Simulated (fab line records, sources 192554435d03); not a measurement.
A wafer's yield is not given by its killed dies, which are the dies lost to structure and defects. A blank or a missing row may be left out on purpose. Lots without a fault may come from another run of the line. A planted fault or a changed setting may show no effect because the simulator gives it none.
Split-lot study / flow n5-finfet / 7 lots, 21 wafers read, on a route of 1938 steps

THE SPLIT
At N5_HKMG_FIN_ETCH_55 (etches SOC in N2/H2, target depth 240 nm, time 300 s), the setting bias-w was moved away from the recipe's 150 W on 7 of the 21 wafers read, by -15.4% to +15.3%. For the rest of the wafers, this setting stayed at what the recipe calls for.

Reading taken at the split's own step.

THE READING
rf-vpp-V, in V, at N5_HKMG_FIN_ETCH_55 (etches SOC in N2/H2, target depth 240 nm, time 300 s). On this fab line, fault-free wafers typically give 525.1 V with a standard deviation of 2.1 V.

wafer=L075.1; tool, chamber at the split=rie-diel-05, 3; bias-w as run, W=150; against the recipe=recipe; rf-vpp-V, V=519.4; against lot-mates on the recipe=-
wafer=L075.3; tool, chamber at the split=rie-diel-05, 1; bias-w as run, W=150; against the recipe=recipe; rf-vpp-V, V=526.6; against lot-mates on the recipe=-
wafer=L075.4; tool, chamber at the split=rie-diel-05, 0; bias-w as run, W=150; against the recipe=recipe; rf-vpp-V, V=526.9; against lot-mates on the recipe=-
wafer=L077.2; tool, chamber at the split=rie-diel-06, 0; bias-w as run, W=172.9; against the recipe=+15.3%; rf-vpp-V, V=572.9; against lot-mates on the recipe=no lot-mate on the recipe
wafer=L077.3; tool, chamber at the split=rie-diel-06, 1; bias-w as run, W=172.9; against the recipe=+15.3%; rf-vpp-V, V=573.3; against lot-mates on the recipe=no lot-mate on the recipe
wafer=L077.6; tool, chamber at the split=rie-diel-06, 1; bias-w as run, W=172.9; against the recipe=+15.3%; rf-vpp-V, V=572.0; against lot-mates on the recipe=no lot-mate on the recipe
wafer=L078.2; tool, chamber at the split=rie-diel-05, 1; bias-w as run, W=150; against the recipe=recipe; rf-vpp-V, V=525.9; against lot-mates on the recipe=-
wafer=L078.4; tool, chamber at the split=rie-diel-05, 0; bias-w as run, W=150; against the recipe=recipe; rf-vpp-V, V=526.6; against lot-mates on the recipe=-
wafer=L078.5; tool, chamber at the split=rie-diel-05, 0; bias-w as run, W=172.8; against the recipe=+15.2%; rf-vpp-V, V=577.2; against lot-mates on the recipe=+51.0
wafer=L082.2; tool, chamber at the split=rie-diel-06, 2; bias-w as run, W=167.6; against the recipe=+11.7%; rf-vpp-V, V=565.1; against lot-mates on the recipe=+41.6
wafer=L082.4; tool, chamber at the split=rie-diel-06, 1; bias-w as run, W=150; against the recipe=recipe; rf-vpp-V, V=523.0; against lot-mates on the recipe=-
wafer=L082.6; tool, chamber at the split=rie-diel-06, 3; bias-w as run, W=150; against the recipe=recipe; rf-vpp-V, V=524.1; against lot-mates on the recipe=-
wafer=L084.1; tool, chamber at the split=rie-diel-04, 3; bias-w as run, W=126.9; against the recipe=-15.4%; rf-vpp-V, V=471.1; against lot-mates on the recipe=-56.3
wafer=L084.3; tool, chamber at the split=rie-diel-04, 2; bias-w as run, W=126.9; against the recipe=-15.4%; rf-vpp-V, V=473.3; against lot-mates on the recipe=-54.1
wafer=L084.6; tool, chamber at the split=rie-diel-04, 1; bias-w as run, W=150; against the recipe=recipe; rf-vpp-V, V=527.4; against lot-mates on the recipe=-
wafer=L091.1; tool, chamber at the split=rie-diel-05, 1; bias-w as run, W=150; against the recipe=recipe; rf-vpp-V, V=525.4; against lot-mates on the recipe=-
wafer=L091.2; tool, chamber at the split=rie-diel-05, 2; bias-w as run, W=150; against the recipe=recipe; rf-vpp-V, V=526.4; against lot-mates on the recipe=-
wafer=L091.3; tool, chamber at the split=rie-diel-05, 3; bias-w as run, W=150; against the recipe=recipe; rf-vpp-V, V=528.9; against lot-mates on the recipe=-
wafer=L095.3; tool, chamber at the split=rie-diel-06, 0; bias-w as run, W=150; against the recipe=recipe; rf-vpp-V, V=524.5; against lot-mates on the recipe=-
wafer=L095.5; tool, chamber at the split=rie-diel-06, 0; bias-w as run, W=150; against the recipe=recipe; rf-vpp-V, V=524.8; against lot-mates on the recipe=-
wafer=L095.6; tool, chamber at the split=rie-diel-06, 3; bias-w as run, W=150; against the recipe=recipe; rf-vpp-V, V=522.0; against lot-mates on the recipe=-

THE FIT
A straight line over all 21 wafers: rf-vpp-V changes by +3.3 V for each +1% of bias-w; r = +1.00; the points scatter about the line by 2.5 V.
The same after taking each lot's own level away (the mean of its wafers on the recipe; 18 wafers): +3.51 V for each +1%; r = +1.00; scatter 1.9 V.
On that fit, the largest move of bias-w shifts the reading by 54 V.
The span of the lots' own levels, 523.55 to 527.40 V, comes to 1.8 times the standard deviation stated above.
Hence the lot-to-lot level has little effect on the slope; both slopes agree.
Check: for one of the wafers moved furthest among these (-15.4%), held out of the fit, the line's prediction against its lot-mates is -53.4 V. It came out at -56.3 V against them.
Tool readings at the split's step, against how far the setting was moved: rf-vpp-V r = +1.00.

ADDITIONAL SPLITS CARRIED BY THESE WAFERS
Note: prior to the reading, these wafers also went through further splits. Each is held against what the fit with the lots' levels taken away leaves over:
other split on the same wafers=N5_SD_EPI_P_EPI_21 time-s; wafers away from the commonest value=5; r with rf-vpp-V (lot level and that fit taken away)=-0.11
other split on the same wafers=N5_HKMG_FIN_EXPOSE_46 dose-mj; wafers away from the commonest value=8; r with rf-vpp-V (lot level and that fit taken away)=-0.06

THE FILE'S OWN FIT
rf-vpp-V changes by +3.48 V for each +1% of bias-w, r = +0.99.
